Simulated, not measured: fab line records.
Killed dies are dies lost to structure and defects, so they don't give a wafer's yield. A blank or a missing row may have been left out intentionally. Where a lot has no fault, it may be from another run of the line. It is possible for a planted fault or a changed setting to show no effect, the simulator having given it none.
Which of the tools did it? ; flow n5_finfet ; Sampling: 7 lots, 21 wafers, 5 of 1938 route steps

== WHAT THE GAUGES READ, wafer by wafer ==
N5_BEOL_M4_RC_MEAS_101.
lot;measured;on;DIBL_N (mV/V)
L604;day 8 05:31;prober-02;33.9 36.2 35.7
L607;day 8 18:02;prober-02;36.8 35.1 34.9
L613;day 9 22:16;prober-01;35.1 34.2 34.3
L617;day 12 21:15;prober-01;37.7 36.4 37.2
L621;day 13 19:43;prober-02;37.5 39.9 40.5
L624;day 13 00:07;prober-02;38.4 35.6 38.0

== TOOL THAT RAN EACH LOT (tool first, then ch and the chambers of the sampled wafers, then the start) ==
lot;N5_SD_EPI_N_VAPOR_ETCH_50;N5_SD_EPI_P_ETCH_16;N5_SD_EPI_P_SD_RECESS_17;N5_ILD0_CMP_03
L604;epi_rpcvd-02 ch 0, day 3 12:14;rie_diel-06 ch 0,1,2, day 3 16:23;rie_si-05 ch 0,2, day 3 16:27;cmp-02 ch 1,2,3, day 3 23:38
L607;epi_rpcvd-04 ch 0, day 4 02:08;rie_diel-01 ch 0,1,2, day 4 05:41;rie_si-05 ch 0,2, day 4 05:46;cmp-02 ch 0,2, day 4 12:15
L609;epi_rpcvd-04 ch 0, day 4 13:16;rie_diel-01 ch 0,2,3, day 4 17:24;rie_si-03 ch 0,2,3, day 4 17:28;cmp-01 ch 0,1,2, day 5 00:48
L613;epi_rpcvd-04 ch 0, day 5 15:28;rie_diel-01 ch 0,2,3, day 5 18:54;rie_si-04 ch 0,1,3, day 5 18:58;cmp-02 ch 0,2,3, day 6 01:21
L617;epi_rpcvd-02 ch 0, day 6 18:10;rie_diel-06 ch 0,1,3, day 6 21:49;rie_si-05 ch 0,1,3, day 6 21:53;cmp-01 ch 0,2,3, day 7 04:11
L621;epi_rpcvd-04 ch 0, day 7 13:53;rie_diel-05 ch 0,1,2, day 7 17:25;rie_si-04 ch 2,3, day 7 17:29;cmp-02 ch 0,2, day 8 01:52
L624;epi_rpcvd-04 ch 0, day 8 10:35;rie_diel-05 ch 0,1,2, day 8 14:54;rie_si-05 ch 1,2, day 8 14:58;cmp-03 ch 0,2,3, day 8 22:14
- N5_SD_EPI_N_VAPOR_ETCH_50: etches Si in HCl, time 54 s.
- N5_SD_EPI_P_ETCH_16: etches SiO2 in CHF3/O2, target depth 5 nm.
- N5_SD_EPI_P_SD_RECESS_17: chemistry HBr/Cl2/O2, target depth 39.1 nm, bt time 3 s.
- N5_ILD0_CMP_03: polishes, stops on SiNx, t overpolish 1.9 s, target thk 197.38 nm.

== THE ANSWER, worked out from the rows above alone ==
Rule: the lots themselves supply what counts as usual. Put in order of their means at a reading, lots are off if they are a third of the lots or fewer, leave a main group of 4 or more, and stand apart from it by a gap of 3 or more times the standard deviation of the main group's means; of several such gaps the widest counts. If all means in a main group match to the digits the tables above print for the reading, that group is not used. A lot without any number at a reading at which 4 lots or more have one is off too. The other lots that the step has rows for count as sound.
No lot is off on any of the readings shown, so nothing can be concluded from this.

== WHAT THE SIMULATOR PUT IN ==
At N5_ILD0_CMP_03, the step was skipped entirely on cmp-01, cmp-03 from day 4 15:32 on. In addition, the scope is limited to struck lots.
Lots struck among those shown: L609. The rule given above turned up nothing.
